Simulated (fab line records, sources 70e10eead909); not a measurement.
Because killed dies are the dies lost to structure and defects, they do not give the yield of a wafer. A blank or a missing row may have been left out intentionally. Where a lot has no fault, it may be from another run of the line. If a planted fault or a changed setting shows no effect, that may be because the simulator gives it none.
fab line records	flow nandHarc
[record] lots = 13	wafers = 39	lastDay = 24
route steps=1159 shown P_STI@85 P_GATE@136 END@1159
lots that met no fault: from a run of the same line without faults
startH: the number of hours between the record's first day and the start of the first shown wafer of the lot	waitH: hours elapsed since this lot's preceding step	" repeats the value in the row above	L1.1+2: one row covering several wafers at once	- either no value or no given start	* or withheld: withheld	< > ~ a bound
route shown NAME@n: a module of which the file shows steps, and the number in the route of the first	usual: mean/standard deviation taken from wafers without a fault	same: alike in all rows	chamber/n: place in a boat	sites: readings site by site	_std_site: their standard deviation	_edge_site: outer sites' mean less inner sites'	radiusMm: how far each site lies from the wafer's centre	mask NAME#n: copy n	behind: tool/chamber where the wafer was last shaped	hold: the reason the lot was held/the length of the hold in hours/how it ended	device: which transistor (n, p or np) failed to switch	end of line: the route-end tests of the same wafers	for a step that has no rows: nothing shown but its recipe	killed: dies lost to structure and defects at the first sort, not the wafer's yield	map: a wafer's dies, marking killed ones x, the rest . and places with no die _
set.NAME: the setting the step ran with; set.NAME@STEP: the setting that earlier step ran with	model.NAME: the simulator's own value behind a step, which no gauge read
a sample of lots followed through the steps of the route, with each step as a table and each wafer as a row
services: from which hour (startH, from the record's first day; less than 0 if before it) a tool's chamber was out of use, for how many hours, and why
[[steps]]
[step NHARC_P_STI_INSPECT_11]
[usual] rawDefectCount = 6/3.6
lot.wafer	tool	chamber	startH	waitH	rawDefectCount
L824.1	defectInspect-02	-	40.55	0.0	5
L824.2	"	-	"	"	3
L824.6	"	-	"	"	1
L826.1	defectInspect-02	-	47.01	0.0	10
L826.4	"	-	"	"	3
L826.5	"	-	"	"	10
L827.3	defectInspect-01	-	55.67	0.0	18
L827.4	"	-	"	"	15
L827.5	"	-	"	"	13
L830.1	defectInspect-02	-	71.09	0.0	4
L830.4	"	-	"	"	6
L830.6	"	-	"	"	2
L834.1	defectInspect-02	-	94.89	0.0	12
L834.4	"	-	"	"	7
L834.5	"	-	"	"	5
L835.1	defectInspect-02	-	100.76	0.0	5
L835.5	"	-	"	"	3
L835.6	"	-	"	"	5
L836.1	defectInspect-01	-	106.97	0.0	9
L836.2	"	-	"	"	3
L836.4	"	-	"	"	2
L838.2	defectInspect-02	-	115.65	0.0	13
L838.4	"	-	"	"	2
L838.6	"	-	"	"	15
L837.1	defectInspect-01	-	115.82	0.0	7
L837.3	"	-	"	"	3
L837.5	"	-	"	"	2
L843.1	defectInspect-02	-	149.45	0.1	6
L843.2	"	-	"	"	3
L843.3	"	-	"	"	4
L844.3	defectInspect-02	-	158.04	0.0	1
L844.4	"	-	"	"	6
L844.6	"	-	"	"	8
L846.1	defectInspect-02	-	174.49	0.0	7
L846.4	"	-	"	"	7
L846.6	"	-	"	"	4
L847.1	defectInspect-01	-	174.53	0.0	8
L847.2	"	-	"	"	7
L847.6	"	-	"	"	10
[step NHARC_P_STI_ETCH_42]
[recipe] targetDepthA = 800	overetchA = 240	timeS = 61	ionEnergyEv = 200	n2FlowSccm = 150	h2FlowSccm = 150	arFlowSccm = 0	rfW = 400	biasW = 150	chemistry = N2/H2
[usual] biasW = 150.0/0.44	drypumpMotorCurrentA = 5.4/0.31	n2FlowSccm = 150.0/0.44	oesProductAu = 1.000/0.01	rfVppV = 429.8/2	showerheadPlenumPTorr = 2.02/0.067	throttleValvePct = 14.171/0.0091
lot.wafer	tool	chamber	startH	waitH	biasW	drypumpMotorCurrentA	n2FlowSccm	oesProductAu	rfHoursCounterH	rfVppV	showerheadPlenumPTorr	throttleValvePct
L824.2	rieDiel-09	2	40.78	0.1	150.0	5.0	149.6	1.013	3.9	431.0	2.02	14.159
L824.1	"	3	"	"	150.4	5.1	148.9	0.996	3.9	429.1	1.97	14.185
L824.6	"	2	"	"	149.7	5.0	149.5	1.004	-	430.8	2.02	14.169
L826.4	rieDiel-10	2	47.23	0.1	149.8	5.3	149.9	1.000	2.5	429.9	2.01	14.181
L826.1	"	0	"	"	149.9	5.5	150.4	1.009	2.7	429.9	2.01	14.188
L826.5	"	2	"	"	150.2	5.3	150.2	0.995	-	430.2	2.01	14.165
L827.3	rieDiel-11	3	55.89	0.1	150.4	5.1	150.0	0.994	0.9	431.3	2.07	14.158
L827.4	"	1	"	"	150.2	5.5	150.3	1.011	0.9	425.5	1.91	14.172
L827.5	"	3	"	"	150.4	5.0	150.2	0.980	-	430.9	2.07	14.160
L830.1	rieDiel-10	3	71.31	0.1	150.2	5.5	150.1	1.002	3.9	428.6	1.96	14.180
L830.4	"	1	"	"	149.7	5.2	149.4	1.007	3.2	433.2	2.16	14.178
L830.6	"	0	"	"	150.1	5.5	150.4	0.996	-	428.8	2.01	14.164
L834.1	rieDiel-09	2	95.11	0.1	150.6	5.0	149.6	0.988	0.3	430.2	2.02	14.159
L834.4	"	3	"	"	149.8	5.2	149.9	1.002	0.3	430.4	1.97	14.163
L834.5	"	2	"	"	150.7	5.0	149.6	0.979	-	429.8	2.02	14.185
L835.1	rieDiel-11	0	100.99	0.1	150.0	5.7	150.2	1.001	1.9	429.8	2.01	14.175
L835.5	"	2	"	"	149.0	5.6	149.9	1.005	-	432.8	2.12	14.186
L835.6	"	3	"	"	151.1	5.1	149.7	0.974	-	431.4	2.07	14.167
L836.1	rieDiel-09	1	107.18	0.1	151.2	6.1	149.4	0.993	0.7	430.8	2.05	14.177
L836.4	"	2	"	"	150.0	5.0	149.8	0.990	0.7	429.9	2.02	14.168
L836.2	"	3	"	"	149.6	5.1	149.7	0.998	0.7	429.4	1.97	14.166
L838.2	rieDiel-10	0	115.90	0.1	149.5	5.5	150.6	0.997	7.9	429.4	2.01	14.147
L838.6	"	3	"	"	150.1	5.5	150.0	1.015	-	427.9	1.96	14.183
L838.4	"	0	"	"	149.9	5.5	149.9	0.993	-	430.7	2.01	14.179
L837.3	rieDiel-11	3	116.04	0.1	150.0	5.1	149.7	0.983	2.3	432.6	2.07	14.162
L837.1	"	1	"	"	149.5	5.5	149.6	1.010	2.2	426.2	1.91	14.158
L837.5	"	3	"	"	150.8	5.1	149.5	0.980	-	432.1	2.07	14.179
L843.1	rieDiel-10	1	149.67	0.1	148.9	5.2	149.9	0.988	7.5	434.7	2.16	14.162
L843.2	"	2	"	"	150.6	5.3	149.6	0.998	10.0	429.2	2.01	14.173
L843.3	"	0	"	"	149.9	5.5	150.4	1.003	9.8	430.0	2.01	14.170
L844.4	rieDiel-10	0	158.26	0.1	151.1	5.5	150.1	0.989	10.2	431.1	2.01	14.174
L844.3	"	2	"	"	150.0	5.3	150.7	1.010	10.5	429.5	2.01	14.174
L844.6	"	0	"	"	150.0	5.5	150.3	1.005	-	429.5	2.01	14.180
L846.1	rieDiel-09	0	174.72	0.1	149.3	4.9	149.4	1.001	3.5	427.9	1.91	14.163
L846.4	"	2	"	"	150.1	5.0	149.8	0.990	3.3	429.7	2.02	14.185
L846.6	"	0	"	"	150.1	4.9	149.4	0.992	-	427.2	1.91	14.160
L847.2	rieDiel-11	3	174.75	0.1	150.1	5.1	149.9	0.988	3.6	431.3	2.07	14.174
L847.1	"	0	"	"	150.5	5.8	149.6	0.988	3.7	430.9	2.01	14.172
L847.6	"	0	"	"	150.0	5.8	149.6	0.992	-	429.5	2.01	14.160
[step NHARC_P_GATE_SOFTBAKE_21]
[recipe] tempC = 105	timeS = 55
[usual] heaterPowerTotalW = 188.45/0.12	plateTempC = 105.00/0.13	resistLineTempC = 22.98/0.098
lot.wafer	tool	chamber	startH	waitH	heaterPowerTotalW	plateTempC	resistLineTempC
L824.1	lithoTrack-04	0	91	-	188.47	104.89	22.91
L824.2	"	0	"	"	188.31	104.98	22.97
L824.6	"	0	"	"	188.31	105.04	22.89
L826.1	lithoTrack-06	0	98	-	188.34	104.87	23.03
L826.4	"	0	"	"	188.43	104.80	23.15
L826.5	"	0	"	"	188.39	104.86	23.11
L827.3	lithoTrack-06	0	106	-	188.44	105.11	23.02
L827.4	"	0	"	"	188.67	104.97	22.95
L827.5	"	0	"	"	188.61	105.19	22.96
L830.1	lithoTrack-04	0	126	-	188.70	105.11	23.02
L830.4	"	0	"	"	188.33	105.12	23.00
L830.6	"	0	"	"	188.34	105.10	22.90
L834.1	lithoTrack-04	0	150	-	196.30	104.98	23.13
L834.4	"	0	"	"	196.36	104.96	23.00
L834.5	"	0	"	"	196.33	104.80	23.11
L835.1	lithoTrack-06	0	155	-	188.25	104.91	22.91
L835.5	"	0	"	"	188.54	104.94	22.90
L835.6	"	0	"	"	188.44	104.90	22.89
L836.1	lithoTrack-04	0	164	-	196.69	104.75	22.97
L836.2	"	0	"	"	196.45	105.05	22.97
L836.4	"	0	"	"	196.41	104.82	22.98
L838.2	lithoTrack-01	0	164	-	188.54	104.93	23.03
L838.4	"	0	"	"	188.35	105.12	23.02
L838.6	"	0	"	"	188.44	105.09	23.02
L837.1	lithoTrack-01	0	168	-	188.59	105.26	22.94
L837.3	"	0	"	"	188.36	105.09	22.97
L837.5	"	0	"	"	188.39	105.10	23.04
L843.1	lithoTrack-01	0	197	-	188.38	104.98	23.08
L843.2	"	0	"	"	188.41	104.82	22.96
L843.3	"	0	"	"	188.55	105.13	23.01
L844.3	lithoTrack-01	0	208	-	188.36	105.21	22.96
L844.4	"	0	"	"	188.54	105.08	22.87
L844.6	"	0	"	"	188.35	105.15	22.99
L846.1	lithoTrack-01	0	225	-	188.41	104.88	22.92
L846.4	"	0	"	"	188.47	104.89	22.81
L846.6	"	0	"	"	188.49	105.08	22.95
L847.1	lithoTrack-06	0	225	-	188.76	105.02	22.90
L847.2	"	0	"	"	188.63	105.24	22.93
L847.6	"	0	"	"	188.46	105.01	23.07
[step NHARC_P_GATE_CD_MEAS_33]
[usual] cdNm = 119.6/2.2
lot.wafer	tool	chamber	startH	waitH	cdNm
L824.1	cdSem-03	-	92.74	-	119.7
L824.2	"	-	"	"	119.6
L824.6	"	-	"	"	121.6
L826.1	cdSem-03	-	99.45	-	122.2
L826.4	"	-	"	"	122.2
L826.5	"	-	"	"	120.5
L827.3	cdSem-02	-	107.51	-	118.9
L827.4	"	-	"	"	119.0
L827.5	"	-	"	"	120.0
L830.1	cdSem-03	-	128.14	-	118.6
L830.4	"	-	"	"	121.0
L830.6	"	-	"	"	120.2
L834.1	cdSem-02	-	152.06	-	117.8
L834.4	"	-	"	"	120.5
L834.5	"	-	"	"	120.8
L835.1	cdSem-02	-	156.78	-	119.7
L835.5	"	-	"	"	119.7
L835.6	"	-	"	"	117.1
L836.1	cdSem-02	-	166.00	-	120.4
L836.2	"	-	"	"	121.6
L836.4	"	-	"	"	118.8
L838.2	cdSem-03	-	166.29	-	120.0
L838.4	"	-	"	"	123.2
L838.6	"	-	"	"	117.9
L837.1	cdSem-03	-	170.84	-	119.9
L837.3	"	-	"	"	119.6
L837.5	"	-	"	"	117.8
L843.1	cdSem-03	-	199.53	-	117.3
L843.2	"	-	"	"	120.8
L843.3	"	-	"	"	122.7
L844.3	cdSem-01	-	210.89	-	115.2
L844.4	"	-	"	"	119.6
L844.6	"	-	"	"	119.9
L846.1	cdSem-02	-	227.12	-	118.2
L846.4	"	-	"	"	122.4
L846.6	"	-	"	"	122.4
L847.1	cdSem-03	-	227.27	-	117.9
L847.2	"	-	"	"	117.0
L847.6	"	-	"	"	116.2
[step NHARC_END_SORT_01]
[recipe] tempC = 25
[usual] killedAtArray = 29/8.4	killedAtOther = 0.7/1.2	killedAtPeriphery = 3.8/2.1	killedDies = 33/9	killedOpen = 3.4/2	killedShort = 2.1/1.4
[same] grossDies = 677
lot.wafer	tool	chamber	startH	waitH	killedAtArray	killedAtOther	killedAtPeriphery	killedDies	killedOpen	killedShort
L843.1	prober-02	0	550.04	2.5	18	2	2	22	1	3
L843.2	prober-02	0	550.83	2.8	30	0	5	35	5	5
L843.3	prober-02	0	551.61	3.1	21	3	2	26	4	1
// killed by level:class
L843.1 A_CHANNEL_HOLE_D1:chamberFilmFlake=10 A_STAIRCASE:chamberFilmFlake=3 A_CONTACT:chamberFilmFlake=2 THIN_TSV:chamberFilmFlake=2 P_CONTACT:geometricParticle:short=1 P_M1:geometricParticle:short=1 A_CHANNEL_HOLE_D1:geometricParticle:open=1 A_M0:geometricParticle:short=1
L843.2 A_CHANNEL_HOLE_D1:chamberFilmFlake=10 A_STAIRCASE:chamberFilmFlake=7 A_WL_FILL:chamberFilmFlake=3 A_CONTACT:chamberFilmFlake=2 P_GATE:geometricParticle:open=1 P_CONTACT:geometricParticle:open=1 P_M0:geometricParticle:short=1 A_SGD_CUT:geometricParticle:short=1
L843.3 A_CHANNEL_HOLE_D1:chamberFilmFlake=10 A_STAIRCASE:chamberFilmFlake=3 A_CHANNEL_FILL_D1:geometricParticle:open=2 P_GATE:chamberFilmFlake=2 THIN_TSV:chamberFilmFlake=2 A_SGD_CUT:geometricParticle:open=1 A_CONTACT:geometricParticle:open=1 A_CONTACT:geometricParticle:short=1
[[services]]
tool	chamber	startH	hours	kind
rieDiel-10	0	33.12	-	clean
rieDiel-10	1	33.12	-	clean
rieDiel-10	2	33.12	-	clean
rieDiel-10	3	33.12	-	clean
rieDiel-10	1	55.17	6.4	repair
rieDiel-10	0	57.62	-	clean
rieDiel-10	2	57.62	-	clean
rieDiel-10	3	57.62	-	clean
rieDiel-09	-	77.10	9.0	pm
rieDiel-10	0	82.12	-	clean
rieDiel-10	1	82.12	-	clean
rieDiel-10	2	82.12	-	clean
rieDiel-10	3	82.12	-	clean
lithoTrack-01	-	93.00	7.0	pm
rieDiel-11	-	95.35	0.8	repair
rieDiel-10	0	106.62	-	clean
rieDiel-10	1	108.64	8.6	repair
lithoTrack-06	-	117.00	7.0	pm
rieDiel-11	-	131.79	0.6	repair
lithoTrack-04	-	141.00	7.0	pm
rieDiel-10	0	162.83	4.9	repair
rieDiel-10	-	176.50	9.0	pm
rieDiel-11	-	189.51	9.0	pm
rieDiel-09	3	220.59	1.2	repair
[[key]]
[firstSign] step = NHARC_P_GATE_SOFTBAKE_21	reading = heaterPowerTotalW	direction = up	sigmas = 64	usual = *	struck = *
effect none on later readings
metAt NHARC_P_GATE_SOFTBAKE_21
struckLots L834,L836
testerLeftOut L834,L836
notActingAt NHARC_P_STI_INSPECT_11,NHARC_P_STI_ETCH_42,NHARC_P_GATE_CD_MEAS_33
onsetBetween 126 150
[fault] kind = processParameterDrift	tool = lithoTrack-04	chamber = -	onsetH = 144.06	steps = NHARC_P_GATE_SOFTBAKE_21	channel = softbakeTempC	offset = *	shape = step	endH = 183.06	actsIn = *	stated = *
// testerLeftOut: of these lots the tester's yield and bins aren't shown, on N5 and GAA mostly nor the transistor test; their killed dies are dies lost to structure and defects alone, not to doping, threshold or leakage, so they don't give the yield
